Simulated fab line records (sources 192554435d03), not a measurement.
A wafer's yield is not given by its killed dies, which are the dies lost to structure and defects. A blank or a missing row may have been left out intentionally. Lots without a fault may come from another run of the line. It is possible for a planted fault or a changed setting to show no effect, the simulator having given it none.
Chamber matching / flow n5_finfet / N5_BEOL_M0_DEP_125 on pecvd-02 has 3 sister chambers
The step deposits SiCN from 3MS/NH3, target thk 8 nm, time 14 s. 27 wafers are shown with their chamber, then 12 later ones without.

WAFERS PAIRED WITH THEIR CHAMBERS
wafer=L074.1; chamber=0; throttle_valve_pct (%)=8.8; showerhead_plenum_p_Torr (Torr)=3.681
wafer=L074.2; chamber=2; throttle_valve_pct (%)=8.4; showerhead_plenum_p_Torr (Torr)=3.666
wafer=L074.3; chamber=1; throttle_valve_pct (%)=9.3; showerhead_plenum_p_Torr (Torr)=3.673
wafer=L074.4; chamber=0; throttle_valve_pct (%)=9.0; showerhead_plenum_p_Torr (Torr)=3.666
wafer=L074.5; chamber=2; throttle_valve_pct (%)=8.4; showerhead_plenum_p_Torr (Torr)=3.664
wafer=L074.6; chamber=1; throttle_valve_pct (%)=9.3; showerhead_plenum_p_Torr (Torr)=3.673
wafer=L075.1; chamber=0; throttle_valve_pct (%)=8.9; showerhead_plenum_p_Torr (Torr)=3.672
wafer=L075.4; chamber=2; throttle_valve_pct (%)=8.4; showerhead_plenum_p_Torr (Torr)=3.664
wafer=L075.5; chamber=0; throttle_valve_pct (%)=9.3; showerhead_plenum_p_Torr (Torr)=3.672
wafer=L077.1; chamber=2; throttle_valve_pct (%)=8.6; showerhead_plenum_p_Torr (Torr)=3.665
wafer=L077.2; chamber=0; throttle_valve_pct (%)=9.2; showerhead_plenum_p_Torr (Torr)=3.674
wafer=L077.4; chamber=0; throttle_valve_pct (%)=9.0; showerhead_plenum_p_Torr (Torr)=3.662
wafer=L078.1; chamber=0; throttle_valve_pct (%)=9.1; showerhead_plenum_p_Torr (Torr)=3.683
wafer=L078.2; chamber=1; throttle_valve_pct (%)=9.0; showerhead_plenum_p_Torr (Torr)=3.676
wafer=L078.6; chamber=2; throttle_valve_pct (%)=8.5; showerhead_plenum_p_Torr (Torr)=3.651
wafer=L088.1; chamber=0; throttle_valve_pct (%)=9.1; showerhead_plenum_p_Torr (Torr)=3.665
wafer=L088.2; chamber=1; throttle_valve_pct (%)=9.1; showerhead_plenum_p_Torr (Torr)=3.679
wafer=L088.3; chamber=2; throttle_valve_pct (%)=8.5; showerhead_plenum_p_Torr (Torr)=3.656
wafer=L088.4; chamber=1; throttle_valve_pct (%)=9.3; showerhead_plenum_p_Torr (Torr)=3.685
wafer=L088.5; chamber=0; throttle_valve_pct (%)=9.1; showerhead_plenum_p_Torr (Torr)=3.668
wafer=L088.6; chamber=2; throttle_valve_pct (%)=8.3; showerhead_plenum_p_Torr (Torr)=3.661
wafer=L089.2; chamber=1; throttle_valve_pct (%)=9.2; showerhead_plenum_p_Torr (Torr)=3.687
wafer=L089.4; chamber=1; throttle_valve_pct (%)=8.9; showerhead_plenum_p_Torr (Torr)=3.672
wafer=L089.6; chamber=2; throttle_valve_pct (%)=8.7; showerhead_plenum_p_Torr (Torr)=3.664
wafer=L090.1; chamber=2; throttle_valve_pct (%)=8.5; showerhead_plenum_p_Torr (Torr)=3.666
wafer=L090.2; chamber=1; throttle_valve_pct (%)=9.1; showerhead_plenum_p_Torr (Torr)=3.693
wafer=L090.3; chamber=0; throttle_valve_pct (%)=9.0; showerhead_plenum_p_Torr (Torr)=3.681

SIGNATURES (averages over the wafers above)
reading=throttle_valve_pct; chamber 0=9.050; chamber 1=9.150; chamber 2=8.478; scatter within a chamber=0.139
reading=showerhead_plenum_p_Torr; chamber 0=3.67240; chamber 1=3.67975; chamber 2=3.66189; scatter within a chamber=0.00683
Rule: for a wafer and a chamber, the distance is found by dividing, reading by reading, the gap between the wafer's reading and the chamber's mean by the reading's scatter, squaring, summing and taking the root. If the next closest chamber is less than 2 further off than the closest, the wafer can't be placed; otherwise it belongs to the closest. The scatter: the root of (the sum of the squares of (reading less its chamber's mean) over the shown wafers, divided by (wafers less chambers)).

WAFERS WITH NO CHAMBER GIVEN
wafer=L090.4; throttle_valve_pct (%)=8.8; showerhead_plenum_p_Torr (Torr)=3.682
wafer=L090.5; throttle_valve_pct (%)=8.6; showerhead_plenum_p_Torr (Torr)=3.661
wafer=L090.6; throttle_valve_pct (%)=9.5; showerhead_plenum_p_Torr (Torr)=3.665
wafer=L092.1; throttle_valve_pct (%)=9.1; showerhead_plenum_p_Torr (Torr)=3.682
wafer=L092.2; throttle_valve_pct (%)=8.6; showerhead_plenum_p_Torr (Torr)=3.663
wafer=L092.3; throttle_valve_pct (%)=9.3; showerhead_plenum_p_Torr (Torr)=3.671
wafer=L092.4; throttle_valve_pct (%)=9.1; showerhead_plenum_p_Torr (Torr)=3.681
wafer=L092.5; throttle_valve_pct (%)=8.8; showerhead_plenum_p_Torr (Torr)=3.666
wafer=L092.6; throttle_valve_pct (%)=9.6; showerhead_plenum_p_Torr (Torr)=3.675
wafer=L097.1; throttle_valve_pct (%)=9.1; showerhead_plenum_p_Torr (Torr)=3.668
wafer=L097.4; throttle_valve_pct (%)=9.2; showerhead_plenum_p_Torr (Torr)=3.684
wafer=L097.6; throttle_valve_pct (%)=8.7; showerhead_plenum_p_Torr (Torr)=3.653

EACH ONE'S CHAMBER
wafer=L090.4; from the rows above=can't be placed: 0 or 1 or 2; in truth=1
wafer=L090.5; from the rows above=2; in truth=2
wafer=L090.6; from the rows above=can't be placed: 1 or 0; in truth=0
wafer=L092.1; from the rows above=can't be placed: 1 or 0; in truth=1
wafer=L092.2; from the rows above=2; in truth=2
wafer=L092.3; from the rows above=can't be placed: 1 or 0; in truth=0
wafer=L092.4; from the rows above=can't be placed: 1 or 0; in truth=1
wafer=L092.5; from the rows above=can't be placed: 0 or 2 or 1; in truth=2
wafer=L092.6; from the rows above=can't be placed: 1 or 0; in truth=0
wafer=L097.1; from the rows above=can't be placed: 0 or 1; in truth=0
wafer=L097.4; from the rows above=can't be placed: 1 or 0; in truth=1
wafer=L097.6; from the rows above=can't be placed: 2 or 0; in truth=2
2 of 12 placed correctly. From these rows, 10 cannot be placed; in 10 the true chamber is one of the candidates. 0 placed wrongly.
